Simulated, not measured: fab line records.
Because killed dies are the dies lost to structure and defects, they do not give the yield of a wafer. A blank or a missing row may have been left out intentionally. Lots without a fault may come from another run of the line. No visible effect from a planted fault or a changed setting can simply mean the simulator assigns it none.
Matching of chambers ; flow n5_finfet ; rie_diel-04 running N5_DUMMY_GATE_ETCH_36: 4 sister chambers
The step etches SiARC in CF4, target depth 13 nm. 18 wafers are shown with their chamber, then 9 later ones without.

## EACH WAFER AND ITS CHAMBER
wafer;chamber;drypump_motor_current_A (A);throttle_valve_pct (%);showerhead_plenum_p_Torr (Torr)
L074.1;3;5.3;15.51;2.23
L074.3;0;5.5;16.08;2.13
L074.5;0;5.6;16.07;2.13
L075.3;3;5.3;15.53;2.23
L075.4;0;5.6;16.08;2.13
L075.6;3;5.3;15.53;2.23
L077.1;0;5.6;16.08;2.12
L077.3;2;6.1;15.95;2.22
L077.5;1;6.5;15.28;2.16
L078.2;3;5.3;15.54;2.23
L078.4;2;6.1;15.94;2.22
L078.5;3;5.3;15.53;2.23
L079.3;0;5.6;16.10;2.12
L079.4;1;6.5;15.27;2.16
L079.6;2;6.1;15.96;2.22
L083.2;1;6.5;15.31;2.15
L083.4;3;5.3;15.52;2.22
L083.5;2;6.1;15.96;2.22

SIGNATURES (averages over the wafers above)
reading;chamber 0;chamber 1;chamber 2;chamber 3;scatter within a chamber
drypump_motor_current_A;5.580;6.500;6.100;5.300;0.0239
throttle_valve_pct;16.0820;15.2867;15.9525;15.5267;0.0124
showerhead_plenum_p_Torr;2.1260;2.1567;2.2200;2.2283;0.00439
Rule: a wafer lies at a distance from a chamber equal to the root of the sum of squares, over the readings, of (its reading less the chamber's mean, divided by the reading's scatter). If the next closest chamber is less than 2 further off than the closest, the wafer can't be placed; otherwise it belongs to the closest. The scatter is the square root of a quotient: the sum, over the shown wafers, of each reading's squared deviation from its chamber's mean, divided by wafers minus chambers.

## WAFERS WITH NO CHAMBER GIVEN
wafer;drypump_motor_current_A (A);throttle_valve_pct (%);showerhead_plenum_p_Torr (Torr)
L085.3;6.5;15.31;2.15
L085.5;5.3;15.56;2.22
L085.6;6.1;15.97;2.21
L092.2;5.6;16.14;2.12
L092.5;5.5;16.15;2.12
L092.6;6.5;15.34;2.15
L093.3;6.5;15.34;2.15
L093.4;6.1;15.99;2.21
L093.5;5.3;15.58;2.22

## WHICH CHAMBER EACH WENT THROUGH
wafer;from the rows above;in truth
L085.3;1;1
L085.5;3;3
L085.6;2;2
L092.2;0;0
L092.5;0;0
L092.6;1;1
L093.3;1;1
L093.4;2;2
L093.5;3;3
9 of 9 placed correctly. Can't be placed from these rows: 0. Number placed wrongly: 0.
